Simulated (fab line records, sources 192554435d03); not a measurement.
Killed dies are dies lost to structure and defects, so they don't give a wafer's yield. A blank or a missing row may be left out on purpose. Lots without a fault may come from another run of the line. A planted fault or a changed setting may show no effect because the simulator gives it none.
Chamber matching | flow n5_finfet | N5_BEOL_M1_STRIP_36 on rie_diel-02: 4 sister chambers
The step strips in N2/H2. 16 wafers are shown with their chamber, then 8 later ones without.

WAFERS WITH THEIR CHAMBER
wafer  | chamber | drypump_motor_current_A (A) | showerhead_plenum_p_Torr (Torr) | throttle_valve_pct (%)
L080.4 | 1       | 5.7                         | 2.45                            | 23.7
L080.5 | 1       | 5.7                         | 2.45                            | 23.8
L080.6 | 2       | 6.4                         | 2.52                            | 23.5
L083.1 | 2       | 6.5                         | 2.52                            | 23.5
L083.3 | 1       | 5.7                         | 2.45                            | 23.7
L083.5 | 3       | 5.4                         | 2.56                            | 24.2
L084.3 | 0       | 5.4                         | 2.50                            | 23.3
L084.4 | 2       | 6.4                         | 2.52                            | 23.5
L084.5 | 2       | 6.4                         | 2.52                            | 23.5
L085.1 | 0       | 5.4                         | 2.50                            | 23.3
L085.4 | 2       | 6.5                         | 2.52                            | 23.5
L085.5 | 1       | 5.7                         | 2.45                            | 23.8
L088.2 | 0       | 5.4                         | 2.50                            | 23.4
L088.4 | 3       | 5.4                         | 2.56                            | 24.2
L088.6 | 2       | 6.5                         | 2.51                            | 23.5
L087.1 | 2       | 6.5                         | 2.51                            | 23.5

SIGNATURES (means of the wafers above)
reading                  | chamber 0 | chamber 1 | chamber 2 | chamber 3 | scatter within a chamber
drypump_motor_current_A  | 5.400     | 5.700     | 6.457     | 5.400     | 0.0378
showerhead_plenum_p_Torr | 2.5000    | 2.4500    | 2.5171    | 2.5600    | 0.00345
throttle_valve_pct       | 23.333    | 23.750    | 23.500    | 24.200    | 0.0373
Rule: a wafer's distance from a chamber is the root of the sum, over the readings, of the square of ((its reading less the chamber's mean) divided by the reading's scatter). The wafer belongs to the nearest chamber; if the next one is less than 2 further off, it can't be placed. The scatter: the root of (the sum of the squares of (reading less its chamber's mean) over the shown wafers, divided by (wafers less chambers)).

WAFERS WITHOUT THEIR CHAMBER
wafer  | drypump_motor_current_A (A) | showerhead_plenum_p_Torr (Torr) | throttle_valve_pct (%)
L087.4 | 5.4                         | 2.50                            | 23.3
L087.5 | 6.5                         | 2.51                            | 23.5
L092.3 | 5.7                         | 2.45                            | 23.8
L092.4 | 6.5                         | 2.51                            | 23.6
L092.5 | 5.4                         | 2.50                            | 23.4
L093.2 | 6.5                         | 2.51                            | 23.5
L093.4 | 5.7                         | 2.44                            | 23.8
L093.5 | 5.4                         | 2.55                            | 24.2

WHICH CHAMBER EACH WENT THROUGH
wafer  | from the rows above | in truth
L087.4 | 0                   | 0
L087.5 | 2                   | 2
L092.3 | 1                   | 1
L092.4 | 2                   | 2
L092.5 | 0                   | 0
L093.2 | 2                   | 2
L093.4 | 1                   | 1
L093.5 | 3                   | 3
Placed correctly: 8 of 8. Can't be placed from these rows: 0. Placed wrongly: 0.
